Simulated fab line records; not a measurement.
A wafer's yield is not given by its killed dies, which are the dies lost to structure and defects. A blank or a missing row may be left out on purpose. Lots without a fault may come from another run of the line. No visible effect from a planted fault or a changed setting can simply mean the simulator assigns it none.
The tool behind it: which one? / flow n5_finfet / 36 wafers from 12 lots sampled at 3 of the route's 1938 steps

== WHAT EACH GAUGE READ, for each wafer ==
N5_BEOL_M9_CD_MEAS_35: target cd 70 nm, target cd y 40 nm.
lot=L075; measured=day 9 19:08; on=cd_sem-01; cd_nm (nm)=70.3 69.4 70.7
lot=L078; measured=day 10 06:05; on=cd_sem-01; cd_nm (nm)=70.4 70.8 70.8
lot=L079; measured=day 10 14:08; on=cd_sem-02; cd_nm (nm)=70.1 69.3 69.6
lot=L081; measured=day 11 17:30; on=cd_sem-02; cd_nm (nm)=69.5 68.7 68.5
lot=L083; measured=day 12 11:07; on=cd_sem-02; cd_nm (nm)=70.5 70.9 71.4
lot=L085; measured=day 12 19:19; on=cd_sem-01; cd_nm (nm)=70.2 71.4 70.2
lot=L088; measured=day 12 23:56; on=cd_sem-03; cd_nm (nm)=71.5 69.6 70.5
lot=L089; measured=day 13 09:33; on=cd_sem-01; cd_nm (nm)=70.6 69.9 70.1
lot=L091; measured=day 14 13:55; on=cd_sem-03; cd_nm (nm)=69.3 70.6 69.7
lot=L092; measured=day 14 17:27; on=cd_sem-01; cd_nm (nm)=69.8 69.9 71.5
lot=L096; measured=day 15 12:02; on=cd_sem-01; cd_nm (nm)=70.5 70.8 70.6
lot=L097; measured=day 15 14:08; on=cd_sem-03; cd_nm (nm)=70.7 71.1 70.7

== WHAT TOOL EACH LOT RAN ON (gives the tool, then ch and the chambers of the sampled wafers, and finally the start) ==
lot=L075; N5_BEOL_M8_DEGAS_44=pvd_sputter-02, day 9 11:03; N5_BEOL_M8_SURFACE_TREAT_79=pvd_sputter-02, day 9 11:27
lot=L078; N5_BEOL_M8_DEGAS_44=pvd_sputter-03, day 9 21:53; N5_BEOL_M8_SURFACE_TREAT_79=pvd_sputter-03, day 9 22:17
lot=L079; N5_BEOL_M8_DEGAS_44=pvd_sputter-01, day 10 06:41; N5_BEOL_M8_SURFACE_TREAT_79=pvd_sputter-02, day 10 07:16
lot=L081; N5_BEOL_M8_DEGAS_44=pvd_sputter-03, day 11 04:06; N5_BEOL_M8_SURFACE_TREAT_79=pvd_sputter-01, day 11 04:38
lot=L083; N5_BEOL_M8_DEGAS_44=pvd_sputter-03, day 12 04:13; N5_BEOL_M8_SURFACE_TREAT_79=pvd_sputter-02, day 12 04:44
lot=L085; N5_BEOL_M8_DEGAS_44=pvd_sputter-02, day 12 12:28; N5_BEOL_M8_SURFACE_TREAT_79=pvd_sputter-01, day 12 14:27
lot=L088; N5_BEOL_M8_DEGAS_44=pvd_sputter-03, day 12 18:58; N5_BEOL_M8_SURFACE_TREAT_79=pvd_sputter-01, day 12 19:23
lot=L089; N5_BEOL_M8_DEGAS_44=pvd_sputter-01, day 13 00:31; N5_BEOL_M8_SURFACE_TREAT_79=pvd_sputter-02, day 13 01:11
lot=L091; N5_BEOL_M8_DEGAS_44=pvd_sputter-03, day 14 02:35; N5_BEOL_M8_SURFACE_TREAT_79=pvd_sputter-02, day 14 05:04
lot=L092; N5_BEOL_M8_DEGAS_44=pvd_sputter-01, day 14 06:41; N5_BEOL_M8_SURFACE_TREAT_79=pvd_sputter-02, day 14 10:47
lot=L096; N5_BEOL_M8_DEGAS_44=pvd_sputter-02, day 15 02:29; N5_BEOL_M8_SURFACE_TREAT_79=pvd_sputter-01, day 15 02:55
lot=L097; N5_BEOL_M8_DEGAS_44=pvd_sputter-03, day 15 06:50; N5_BEOL_M8_SURFACE_TREAT_79=pvd_sputter-02, day 15 07:31
- N5_BEOL_M8_DEGAS_44: time 60 s.
- N5_BEOL_M8_SURFACE_TREAT_79

== THE ANSWER, worked out from the rows above alone ==
Rule: the lots themselves supply what counts as usual. The widest of any qualifying gaps counts: lots, ordered by their means at a reading, are off when they make up no more than a third of the lots, leave a main group of 4 or more, and stand apart from it by 3 or more times the standard deviation of that group's means. Not used: any main group whose means are identical at the precision the tables above print for the reading. A lot without any number at a reading at which 4 lots or more have one is off too. The other lots that the step has rows for count as sound.
None of the lots is off at any reading shown; this tells nothing.

== WHAT HAD BEEN PUT IN BY THE SIMULATOR ==
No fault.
